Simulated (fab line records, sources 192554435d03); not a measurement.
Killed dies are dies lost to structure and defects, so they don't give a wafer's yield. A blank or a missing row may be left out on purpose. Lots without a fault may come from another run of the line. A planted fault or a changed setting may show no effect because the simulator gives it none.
One fault seen from 2 desks | flow n5_finfet | each desk has only its own numbers; what lay behind them comes last

THE TOOL OWNER'S DESK: rie_diel-03
The tool's own readings at N5_BEOL_M8_ETCH_65 (etches SiARC in CF4, target depth 15.6 nm, time 26 s): means of the sampled wafers that have a number, for each lot that ran on this tool. A lot is out of limits, marked OUT, if its mean lies more than 4 standard deviations from the usual mean; the brackets give that distance. Of its 8 readings 7 are shown: the one that was out of limits first, and those that lie furthest out on some lot.
Columns: A = bias_w at N5_BEOL_M8_ETCH_65, usual 36.01 W; B = cf4_flow_sccm at N5_BEOL_M8_ETCH_65, usual 100.0 sccm; C = etch_rf_on_time_s at N5_BEOL_M8_ETCH_65, usual 26.2 s; D = oes_product_au at N5_BEOL_M8_ETCH_65, usual 0.68 a.u.; E = rf_vpp_V at N5_BEOL_M8_ETCH_65, usual 184.2 V; F = showerhead_plenum_p_Torr at N5_BEOL_M8_ETCH_65, usual 2.15 Torr; G = throttle_valve_pct at N5_BEOL_M8_ETCH_65, usual 15.6 %
lot  | first seen here | A     | B              | C    | D    | E     | F    | G
L811 | day 9 20:29     | 35.91 | 99.9           | 26.5 | 0.68 | 183.4 | 2.12 | 15.6
L812 | day 9 20:53     | 36.09 | 99.8           | 27.1 | 0.59 | 183.9 | 2.10 | 15.9
L820 | day 11 15:22    | 35.98 | 99.9           | 25.9 | 0.81 | 182.7 | 2.10 | 15.3
L824 | day 13 04:40    | 36.01 | 89.8 (-30) OUT | 27.1 | 0.63 | 183.5 | 2.04 | 15.4
L823 | day 13 09:31    | 36.18 | 79.9 (-59) OUT | 27.3 | 0.62 | 184.5 | 2.02 | 15.0
This desk's finding: out of limits on L823, L824; first on L824, day 13 04:40 (cf4_flow_sccm at N5_BEOL_M8_ETCH_65). In limits: L811, L812, L820.

THE METROLOGY DESK
What the gauges read, lot by lot, whatever tool the lot ran on: means of the sampled wafers that have a number. A lot is out of limits, marked OUT, if its mean lies more than 4 standard deviations from the usual mean; the brackets give that distance.
Columns: A = cd_nm at N5_BEOL_M8_CD_MEAS_28, usual 40.00 nm
lot  | first seen here | A
L810 | day 9 14:58     | 39.91
L811 | day 9 19:56     | 40.08
L812 | day 9 19:59     | 40.03
L820 | day 11 15:11    | 39.81
L824 | day 13 04:12    | 40.18
L823 | day 13 09:20    | 39.95
L826 | day 13 13:23    | 39.88
L825 | day 14 05:35    | 39.98
L827 | day 14 20:28    | 39.86
L831 | day 15 14:52    | 39.99
L830 | day 17 07:31    | 40.11
This desk's finding: nothing out of limits on any of the 11 lots.

PUT TOGETHER
The tool owner's desk could have raised an alarm at day 13 04:40, on L823, L824.
The metrology desk saw nothing out of limits.
The metrology desk has L823, L824 on record, within its limits.
Of the lots named, all ran N5_BEOL_M8_ETCH_65 on rie_diel-03.

WHAT THE SIMULATOR HAD PUT IN
Process parameter drift: rie_diel-03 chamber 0, from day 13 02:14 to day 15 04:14, at N5_BEOL_M8_ETCH_65. Setting cf4_flow_sccm, moved by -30, from 100. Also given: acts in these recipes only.
Lots struck among those shown: L823, L824.
Hours from the fault's start to each desk's first reading out of limits: the tool owner's desk, 2.
